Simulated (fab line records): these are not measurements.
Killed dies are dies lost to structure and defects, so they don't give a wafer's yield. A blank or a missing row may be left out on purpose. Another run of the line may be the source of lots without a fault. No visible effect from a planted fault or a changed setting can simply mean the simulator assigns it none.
Which of the tools did it?	flow n5-finfet	24 lots with 72 wafers sampled at 6 steps, on a route of 1938 steps

WHAT THE GAUGES READ, wafer by wafer
The record holds no reading of a measuring or inspecting step that can be judged against a usual standard deviation.

EACH LOT AND THE TOOL THAT RAN IT (in order: tool; ch and the chambers of the sampled wafers; start)
lot	N5_BEOL_M4_ETCHBACK_99	N5_BEOL_M4_SPUTTER_81	N5_BEOL_M4_SPUTTER_86	N5_BEOL_M4_ANNEAL_93	N5_BEOL_M4_DEP_57	N5_BEOL_M5_PECVD_70
L074	rie-diel-01 ch 0,1,2, day 7 10:20	pvd-sputter-01, day 7 13:22	pvd-sputter-01, day 7 13:35	pvd-sputter-01, day 7 14:19	pecvd-01 ch 0,2, day 7 15:40	pecvd-02 ch 0,2, day 7 17:21
L075	rie-diel-06 ch 0,1,3, day 8 16:03	pvd-sputter-03, day 8 17:42	pvd-sputter-03, day 8 17:55	pvd-sputter-03, day 8 18:40	pecvd-03 ch 0,2, day 8 20:08	pecvd-04 ch 0,2, day 8 21:49
L076	rie-diel-01 ch 0,1,2, day 8 18:32	pvd-sputter-01, day 8 20:42	pvd-sputter-01, day 8 20:55	pvd-sputter-01, day 8 21:40	pecvd-03 ch 0,1,2, day 8 23:04	pecvd-04 ch 0,2, day 9 00:46
L077	rie-diel-01 ch 0,1,2, day 8 22:11	pvd-sputter-02, day 9 00:29	pvd-sputter-02, day 9 00:42	pvd-sputter-02, day 9 01:26	pecvd-01 ch 1,2, day 9 02:51	pecvd-04 ch 0,2, day 9 04:32
L078	rie-diel-05 ch 0,1,3, day 9 06:03	pvd-sputter-03, day 9 08:24	pvd-sputter-03, day 9 08:37	pvd-sputter-03, day 9 09:22	pecvd-02 ch 0,2, day 9 10:45	pecvd-01 ch 0,1,2, day 9 12:28
L080	rie-diel-01 ch 1,2, day 9 18:05	pvd-sputter-02, day 9 20:38	pvd-sputter-02, day 9 20:51	pvd-sputter-02, day 9 21:35	pecvd-03 ch 0,1,2, day 9 22:56	pecvd-04 ch 0,1, day 10 00:53
L079	rie-diel-01 ch 0,1,2, day 9 21:38	pvd-sputter-02, day 9 23:34	pvd-sputter-02, day 9 23:47	pvd-sputter-02, day 10 00:32	pecvd-01 ch 0,2, day 10 01:53	pecvd-01 ch 0,2, day 10 03:35
L082	rie-diel-01 ch 1,2, day 9 22:07	pvd-sputter-03, day 10 00:04	pvd-sputter-03, day 10 00:17	pvd-sputter-03, day 10 01:01	pecvd-02 ch 0,1, day 10 04:43	pecvd-02 ch 0,1,2, day 10 06:26
L081	rie-diel-05 ch 0,1, day 10 03:11	pvd-sputter-02, day 10 04:59	pvd-sputter-02, day 10 05:12	pvd-sputter-02, day 10 05:56	pecvd-03 ch 1,2, day 10 07:20	pecvd-01 ch 0,1,2, day 10 09:02
L085	rie-diel-01 ch 0,1,3, day 10 06:43	pvd-sputter-01, day 10 08:49	pvd-sputter-01, day 10 09:02	pvd-sputter-01, day 10 09:47	pecvd-01 ch 1,2, day 10 11:07	pecvd-01 ch 0,2, day 10 12:49
L083	rie-diel-01 ch 0,1, day 10 21:53	pvd-sputter-03, day 10 23:55	pvd-sputter-03, day 11 00:08	pvd-sputter-03, day 11 00:52	pecvd-02 ch 0,1,2, day 11 02:17	pecvd-02 ch 0,1,2, day 11 03:59
L084	rie-diel-05 ch 0,2,3, day 10 21:55	pvd-sputter-01, day 11 01:32	pvd-sputter-01, day 11 01:45	pvd-sputter-01, day 11 02:29	pecvd-01 ch 0,1, day 11 03:53	pecvd-04 ch 1,2, day 11 05:34
L086	rie-diel-06 ch 1,3, day 11 03:17	pvd-sputter-02, day 11 05:34	pvd-sputter-02, day 11 05:47	pvd-sputter-02, day 11 06:32	pecvd-03 ch 0,2, day 11 07:56	pecvd-02 ch 0,2, day 11 09:40
L088	rie-diel-01 ch 1,2,3, day 11 05:34	pvd-sputter-01, day 11 07:34	pvd-sputter-01, day 11 07:47	pvd-sputter-01, day 11 08:32	pecvd-01 ch 0,2, day 11 09:52	pecvd-04 ch 1,2, day 11 11:34
L087	rie-diel-05 ch 0,3, day 11 05:41	pvd-sputter-02, day 11 07:42	pvd-sputter-02, day 11 07:55	pvd-sputter-02, day 11 08:40	pecvd-02 ch 1,2, day 11 10:00	pecvd-02 ch 0,1, day 11 11:41
L089	rie-diel-05 ch 1,2,3, day 11 20:05	pvd-sputter-02, day 11 21:56	pvd-sputter-02, day 11 22:10	pvd-sputter-02, day 11 22:54	pecvd-02 ch 0,1,2, day 12 00:16	pecvd-01 ch 0,1,2, day 12 01:58
L090	rie-diel-05 ch 0,2,3, day 12 06:51	pvd-sputter-02, day 12 09:32	pvd-sputter-02, day 12 09:45	pvd-sputter-02, day 12 10:29	pecvd-02 ch 0,1, day 12 11:50	pecvd-02 ch 0,2, day 12 13:31
L091	rie-diel-06 ch 0,1,2, day 12 11:17	pvd-sputter-02, day 12 13:20	pvd-sputter-02, day 12 13:33	pvd-sputter-02, day 12 14:17	pecvd-02 ch 1,2, day 12 15:47	pecvd-02 ch 1,2, day 12 17:29
L093	rie-diel-05 ch 0,2, day 12 11:34	pvd-sputter-01, day 12 14:44	pvd-sputter-01, day 12 14:58	pvd-sputter-01, day 12 15:42	pecvd-03 ch 1, day 12 17:04	pecvd-02 ch 0,1,2, day 12 19:17
L092	rie-diel-01 ch 0,2,3, day 12 18:13	pvd-sputter-01, day 12 20:11	pvd-sputter-01, day 12 20:24	pvd-sputter-01, day 12 21:08	pecvd-01 ch 1,2, day 12 22:29	pecvd-02 ch 0,1, day 13 00:11
L094	rie-diel-06 ch 0,1,2, day 12 18:14	pvd-sputter-03, day 12 20:17	pvd-sputter-03, day 12 20:31	pvd-sputter-03, day 12 21:15	pecvd-02 ch 0,1,2, day 12 22:52	pecvd-02 ch 0,1,2, day 13 00:59
L095	rie-diel-01 ch 0,2, day 14 00:10	pvd-sputter-03, day 14 01:56	pvd-sputter-03, day 14 02:10	pvd-sputter-03, day 14 02:54	pecvd-03 ch 0,1, day 14 04:15	pecvd-02 ch 0,2, day 14 05:57
L097	rie-diel-05 ch 1,2,3, day 14 00:12	pvd-sputter-01, day 14 03:41	pvd-sputter-01, day 14 03:54	pvd-sputter-01, day 14 04:38	pecvd-01 ch 1,2, day 14 06:10	pecvd-02 ch 0,2, day 14 07:53
L096	rie-diel-05 ch 1,2,3, day 14 03:09	pvd-sputter-02, day 14 05:16	pvd-sputter-02, day 14 05:29	pvd-sputter-02, day 14 06:14	pecvd-03 ch 0,1,2, day 14 07:36	pecvd-04 ch 0,1,2, day 14 09:19
- N5_BEOL_M4_ETCHBACK_99: etches SiO2 in CHF3, target depth 5 nm, time 10.4 s.
- N5_BEOL_M4_SPUTTER_81: material Cu, target thk 4.5 nm, time 8.29 s.
- N5_BEOL_M4_SPUTTER_86: material Cu, target thk 4.5 nm, time 8.29 s.
- N5_BEOL_M4_ANNEAL_93: time 240 s.
- N5_BEOL_M4_DEP_57: deposits SiCN from 3MS/NH3, target thk 8 nm, time 14 s.
- N5_BEOL_M5_PECVD_70: deposits SiO2 from TEOS/O2, target thk 16 nm, time 18 s.

AS READ BY THE TOOLS THEMSELVES (means over the sampled wafers that have a number; for cases with no such wafer, the mark the record gives instead)
N5_BEOL_M4_ETCHBACK_99. Usual: bias-w 47.01 W, standard deviation 0.14; drypump-motor-current-A 5.6 A, standard deviation 0.56; oes-product-au 0.81 a.u., standard deviation 0.093; rf-vpp-V 242 V, standard deviation 3.2; showerhead-plenum-p-Torr 2.14 Torr, standard deviation 0.063; throttle-valve-pct 17.01 %, standard deviation 0.29.
lot	tool	bias-w (W)	drypump-motor-current-A (A)	oes-product-au (a.u.)	rf-vpp-V (V)	showerhead-plenum-p-Torr (Torr)	throttle-valve-pct (%)	flag
L074	rie-diel-01	47.08	5.4	0.81	241	2.14	16.91	
L075	rie-diel-06	47.01	5.3	0.73	241	2.11	17.36	
L076	rie-diel-01	47.05	5.5	0.79	240	2.14	16.94	
L077	rie-diel-01	46.90	5.5	0.79	242	2.13	16.93	
L078	rie-diel-05	47.03	6.0	0.76	242	2.15	17.18	
L080	rie-diel-01	47.16	5.5	0.76	240	2.15	16.91	
L079	rie-diel-01	47.02	5.4	0.79	241	2.13	16.96	
L082	rie-diel-01	46.95	5.5	0.76	241	2.15	16.90	
L081	rie-diel-05	46.90	6.0	0.81	240	2.11	16.95	
L085	rie-diel-01	47.06	5.1	0.83	245	2.10	16.96	
L083	rie-diel-01	46.93	5.0	0.74	242	2.11	17.05	
L084	rie-diel-05	47.12	5.9	0.84	243	2.18	16.97	
L086	rie-diel-06	46.95	5.3	0.70	241	2.05	17.45	
L088	rie-diel-01	47.10	5.6	0.83	242	2.14	16.84	
L087	rie-diel-05	47.04	6.1	0.80	240	2.14	17.03	
L089	rie-diel-05	47.01	5.8	0.86	245	2.18	17.01	
L090	rie-diel-05	47.03	5.9	0.82	244	2.17	16.97	
L091	rie-diel-06	47.07	5.7	0.81	240	2.18	17.19	
L093	rie-diel-05	47.16	5.9	0.86	241	2.13	16.73	
L092	rie-diel-01	46.99	5.5	0.83	243	2.12	16.92	
L094	rie-diel-06	46.99	5.7	0.80	240	2.18	17.20	
L095	rie-diel-01	46.92	5.4	0.77	242	2.10	17.06	
L097	rie-diel-05	46.97	5.8	0.83	244	2.18	17.03	
L096	rie-diel-05	46.98	5.7	0.84	244	2.18	17.04	

N5_BEOL_M4_SPUTTER_81. Usual: 30.1 % for throttle-valve-pct, sd 1.1.
lot	tool	throttle-valve-pct (%)	flag
L074	pvd-sputter-01	30.2	
L075	pvd-sputter-03	30.1	
L076	pvd-sputter-01	31.3	
L077	pvd-sputter-02	29.4	
L078	pvd-sputter-03	30.2	
L080	pvd-sputter-02	30.0	
L079	pvd-sputter-02	30.1	
L082	pvd-sputter-03	30.0	
L081	pvd-sputter-02	29.8	
L085	pvd-sputter-01	30.8	
L083	pvd-sputter-03	30.1	
L084	pvd-sputter-01	31.4	
L086	pvd-sputter-02	29.0	
L088	pvd-sputter-01	30.6	
L087	pvd-sputter-02	29.3	
L089	pvd-sputter-02	28.5	
L090	pvd-sputter-02	30.1	
L091	pvd-sputter-02	30.0	
L093	pvd-sputter-01	30.6	
L092	pvd-sputter-01	31.3	
L094	pvd-sputter-03	30.2	
L095	pvd-sputter-03	29.8	
L097	pvd-sputter-01	30.6	
L096	pvd-sputter-02	30.1	

N5_BEOL_M4_SPUTTER_86. Usual: 30.1 % for throttle-valve-pct, sd 1.1.
lot	tool	throttle-valve-pct (%)	flag
L074	pvd-sputter-01	30.2	
L075	pvd-sputter-03	30.1	
L076	pvd-sputter-01	31.1	
L077	pvd-sputter-02	29.3	
L078	pvd-sputter-03	30.4	
L080	pvd-sputter-02	30.2	
L079	pvd-sputter-02	30.2	
L082	pvd-sputter-03	29.9	
L081	pvd-sputter-02	29.8	
L085	pvd-sputter-01	30.9	
L083	pvd-sputter-03	30.1	
L084	pvd-sputter-01	31.2	
L086	pvd-sputter-02	29.0	
L088	pvd-sputter-01	30.6	
L087	pvd-sputter-02	29.2	
L089	pvd-sputter-02	28.6	
L090	pvd-sputter-02	30.2	
L091	pvd-sputter-02	30.2	
L093	pvd-sputter-01	30.6	
L092	pvd-sputter-01	31.4	
L094	pvd-sputter-03	30.1	
L095	pvd-sputter-03	29.9	
L097	pvd-sputter-01	30.5	
L096	pvd-sputter-02	29.9	

N5_BEOL_M4_ANNEAL_93. Usual: 854 W for heater-power-w, sd 74.
lot	tool	heater-power-w (W)	flag
L074	pvd-sputter-01	809	
L075	pvd-sputter-03	856	
L076	pvd-sputter-01	800	
L077	pvd-sputter-02	881	
L078	pvd-sputter-03	835	
L080	pvd-sputter-02	897	
L079	pvd-sputter-02	854	
L082	pvd-sputter-03	819	
L081	pvd-sputter-02	878	
L085	pvd-sputter-01	848	
L083	pvd-sputter-03	860	
L084	pvd-sputter-01	855	
L086	pvd-sputter-02	907	
L088	pvd-sputter-01	898	
L087	pvd-sputter-02	874	
L089	pvd-sputter-02	898	
L090	pvd-sputter-02	835	
L091	pvd-sputter-02	842	
L093	pvd-sputter-01	907	
L092	pvd-sputter-01	786	
L094	pvd-sputter-03	845	
L095	pvd-sputter-03	838	
L097	pvd-sputter-01	849	
L096	pvd-sputter-02	824	

N5_BEOL_M4_DEP_57. Usual: showerhead-plenum-p-Torr 3.661 Torr, standard deviation 0.014; throttle-valve-pct 9.1 %, standard deviation 0.5.
lot	tool	showerhead-plenum-p-Torr (Torr)	throttle-valve-pct (%)	flag
L074	pecvd-01	3.653	8.8	
L075	pecvd-03	3.658	9.2	
L076	pecvd-03	3.662	9.4	
L077	pecvd-01	3.656	8.5	
L078	pecvd-02	3.651	8.8	
L080	pecvd-03	3.660	9.4	
L079	pecvd-01	3.651	9.0	
L082	pecvd-02	3.675	9.0	
L081	pecvd-03	3.661	9.3	
L085	pecvd-01	3.652	8.6	
L083	pecvd-02	3.662	8.9	
L084	pecvd-01	3.658	9.2	
L086	pecvd-03	3.661	9.4	
L088	pecvd-01	3.648	8.9	
L087	pecvd-02	3.673	8.9	
L089	pecvd-02	3.668	9.0	
L090	pecvd-02	3.675	9.0	
L091	pecvd-02	3.662	8.8	
L093	pecvd-03	3.666	9.8	
L092	pecvd-01	3.660	8.4	
L094	pecvd-02	3.666	9.0	
L095	pecvd-03	3.667	9.4	
L097	pecvd-01	3.655	8.2	
L096	pecvd-03	3.658	9.5	

N5_BEOL_M5_PECVD_70. Usual: heater-power-outer-w 457 W, standard deviation 72; heater-power-w 766 W, standard deviation 110; showerhead-plenum-p-Torr 8.78 Torr, standard deviation 0.08; throttle-valve-pct 22.4 %, standard deviation 1.2.
lot	tool	heater-power-outer-w (W)	heater-power-w (W)	showerhead-plenum-p-Torr (Torr)	throttle-valve-pct (%)	flag
L074	pecvd-02	460	736	8.74	21.9	
L075	pecvd-04	591	940	8.79	23.0	
L076	pecvd-04	526	862	8.80	23.1	
L077	pecvd-04	531	849	8.79	23.1	
L078	pecvd-01	462	785	8.73	21.5	
L080	pecvd-04	553	920	8.81	23.7	
L079	pecvd-01	412	723	8.73	22.8	
L082	pecvd-02	414	684	8.77	22.2	
L081	pecvd-01	439	755	8.73	21.7	
L085	pecvd-01	384	670	8.69	22.1	
L083	pecvd-02	420	695	8.78	22.0	
L084	pecvd-04	541	927	8.80	23.8	
L086	pecvd-02	425	710	8.70	21.7	
L088	pecvd-04	488	852	8.77	22.5	
L087	pecvd-02	423	688	8.87	22.4	
L089	pecvd-01	434	754	8.74	21.7	
L090	pecvd-02	437	705	8.71	21.7	
L091	pecvd-02	386	639	8.76	21.9	
L093	pecvd-02	439	717	8.79	22.0	
L092	pecvd-02	456	740	8.83	22.5	
L094	pecvd-02	430	703	8.80	22.2	
L095	pecvd-02	401	652	8.70	21.7	
L097	pecvd-02	440	720	8.74	22.0	
L096	pecvd-04	505	856	8.77	23.1	

THE ANSWER, worked out from the rows above alone
Rule: take the mean of a lot's wafers that have a number; if it is more than 3 standard deviations from the usual mean, the lot is off. Also off: a lot with no number at a reading for which 4 or more lots have one. All remaining lots with rows at the step are treated as sound. The gauges are gone through in route order, then the tools' own readings, and for those a lot's mean is taken as printed above. The first step at which some lot is off is used, and at that step the reading that is off furthest; a lot without a number counts as furthest.
Across all readings shown, no lot is off: no conclusion can be drawn from this.

WHAT HAD BEEN PUT IN BY THE SIMULATOR
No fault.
